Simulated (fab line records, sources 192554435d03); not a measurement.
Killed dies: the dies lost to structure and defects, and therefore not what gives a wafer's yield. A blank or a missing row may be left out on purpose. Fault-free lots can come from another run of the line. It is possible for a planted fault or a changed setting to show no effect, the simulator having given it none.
Which of the tools did it?	flow n5 finfet	at 1 step of a route of 1938, 7 lots with 18 wafers sampled

== WHAT EACH GAUGE READ, for each wafer ==
N5_BEOL_M5_OVL_MEAS_12.
lot	measured	on	M5_OVL (nm)
L925	day 7 21:10	overlay-02	0.3 0.2
L930	day 9 14:47	overlay-01	-0.3 1.8 0.9
L931	day 9 20:23	overlay-01	0.2 0.1
L940	day 11 18:23	overlay-02	1.9 1.8 0.7
L942	day 12 07:52	overlay-01	-1.0 -1.4 0.2
L944	day 12 19:48	overlay-02	1.9 1.1
L946	day 14 00:44	overlay-02	-0.7 1.0 0.9

== TOOL THAT RAN EACH LOT (tool first, then ch and the chambers of the sampled wafers, then the start) ==
There is no process step in the record ahead of these readings.

== THE ANSWER, worked out from the rows above alone ==
Rule: usual is defined by the lots themselves. The widest of any qualifying gaps counts: lots, ordered by their means at a reading, are off when they make up no more than a third of the lots, leave a main group of 4 or more, and stand apart from it by 3 or more times the standard deviation of that group's means. A main group is skipped when, at the precision printed for the reading in the tables above, its means are all equal. A lot without any number at a reading at which 4 lots or more have one is off too. Any other lot the step has rows for is counted as sound.
No lot is off at any reading shown: from this, nothing can be told.

== WHAT HAD BEEN PUT IN BY THE SIMULATOR ==
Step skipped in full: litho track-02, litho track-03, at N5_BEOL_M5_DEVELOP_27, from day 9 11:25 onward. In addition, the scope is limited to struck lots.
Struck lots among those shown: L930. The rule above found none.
